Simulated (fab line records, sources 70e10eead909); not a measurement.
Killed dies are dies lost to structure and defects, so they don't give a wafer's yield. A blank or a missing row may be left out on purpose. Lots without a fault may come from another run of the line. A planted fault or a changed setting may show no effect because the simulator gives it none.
A struck lot beside a sound one | flow nand_harc | 20 steps out of a route of 1159
Sound: wafers L809.4, L809.5, L809.6. Struck: wafers L810.1, L810.4, L810.6. The cause comes at the end.
At each step with rows: each side's tool, then ch and its chambers, then its first start. Under that, the readings that differ: sound wafers | struck wafers | difference of the means | sigmas: that difference in standard deviations of wafers without a fault.
alike: readings whose means differ by less than 2 such deviations, and words and numbers that are the same on both sides. not compared: withheld readings, readings that some wafer has no value for, bounds like >300 that may hide the same value, and numbers for which the record gives no deviation and whose values overlap.
The two part at a step that has a row with sigmas, a row that says differs or no value, or rows on one side only. Numbers that don't overlap but have no deviation are shown without sigmas and don't part them. A reading that every wafer of one side lacks parts them only if that side has two wafers or more.

NHARC_P_GATE_ALD_36: deposits SiNx, target thk 20 nm, pulse time 60 s, ald cycles 223.
  sound on ald_sin-02 ch 1,2, day 4 20:34; struck on ald_sin-04 ch 0,1,2, day 5 04:10
  alike: heater_power_w, precursor_pulse_height_rel, susceptor_temp_C
NHARC_P_GATE_ETCHBACK_37: etches the open film in CHF3/O2, target depth 34.5 nm, time 17.2 s.
  sound on rie_diel-03 ch 2,3; struck on rie_diel-03 ch 0,1
  alike: drypump_motor_current_A, oes_product_au, rf_vpp_V, showerhead_plenum_p_Torr, throttle_valve_pct
  not compared: rf_hours_counter_h
NHARC_P_GATE_STRIP_101: strips in O2, time 20 s.
  sound on rie_diel-03 ch 0,2,3, day 5 05:14; struck on rie_diel-03 ch 2,3, day 5 11:40
  alike: drypump_motor_current_A, oes_product_au, rf_vpp_V, showerhead_plenum_p_Torr, throttle_valve_pct
  not compared: rf_hours_counter_h
then, 9 steps without rows for these wafers: NHARC_P_GATE_PRECLEAN_97 (cleans in SPM, time 600 s); NHARC_P_GATE_SRD_98; NHARC_P_GATE_PRECLEAN_99 (cleans in SC1); NHARC_P_GATE_SRD_100; NHARC_P_GATE_DEHYDRATE_38 (time 120 s); NHARC_P_GATE_HMDS_39 (time 30 s); NHARC_P_GATE_COAT_40; NHARC_P_GATE_SOFTBAKE_41 (time 95 s); NHARC_P_GATE_EBR_42.
NHARC_P_GATE_EXPOSE_43: exposes mask P NSD, target cd 720 nm.
  sound on krf_scanner-01 ch 0, day 5 05:54; struck on krf_scanner-03 ch 0, day 5 12:26
  reading | sound                   | struck                           | difference | sigmas
  mask    | P_NSD#0 P_NSD#0 P_NSD#0 | P_NSD_R1#0 P_NSD_R1#0 P_NSD_R1#0 | differs    |
then, 2 steps without rows for these wafers: NHARC_P_GATE_PEB_44 (peb time 85 s); NHARC_P_GATE_DEVELOP_45 (time 70 s).
NHARC_P_GATE_CD_MEAS_46: target cd 720 nm.
  sound on cd_sem-01 ch 0, day 5 06:03; struck on cd_sem-03 ch 0, day 5 12:35
  reading    | sound             | struck            | difference | sigmas
  cd_nm (nm) | 719.3 721.1 719.3 | 596.2 594.1 594.8 | -124.9     | -78
then, 1 step without rows for these wafers: NHARC_P_GATE_HARDBAKE_47 (time 80 s).
NHARC_P_GATE_DESCUM_48: chemistry O2, time 3 s.
  sound on rie_diel-03 ch 1,2, day 5 06:13; struck on rie_diel-02 ch 1,3, day 5 12:45
  reading                         | sound             | struck            | difference | sigmas
  showerhead_plenum_p_Torr (Torr) | 2.04 1.99 2.04    | 1.86 1.90 1.86    | -0.15      | -2
  model.P_GATE.cd_nm (nm)         | 719.1 720.9 719.1 | 594.8 593.2 593.9 | -125.7     |
  alike: drypump_motor_current_A, oes_product_au, rf_vpp_V, throttle_valve_pct
  not compared: rf_hours_counter_h
then, 1 step without rows for these wafers: NHARC_P_GATE_IMPLANT_49.
-- the record jumps here: 15 days lie between the struck wafers' starts before and after (it left off in module P_GATE and takes up again in module END, whose first step shown is number 1159 of the route) --
NHARC_END_SORT_01:
  the record has rows for the struck wafers here (prober-01 ch 0, day 20 04:20) and none for the sound ones

WHERE THEY PART
First at NHARC_P_GATE_EXPOSE_43; last, within this record, at NHARC_END_SORT_01.

WHY: what the simulator had put in
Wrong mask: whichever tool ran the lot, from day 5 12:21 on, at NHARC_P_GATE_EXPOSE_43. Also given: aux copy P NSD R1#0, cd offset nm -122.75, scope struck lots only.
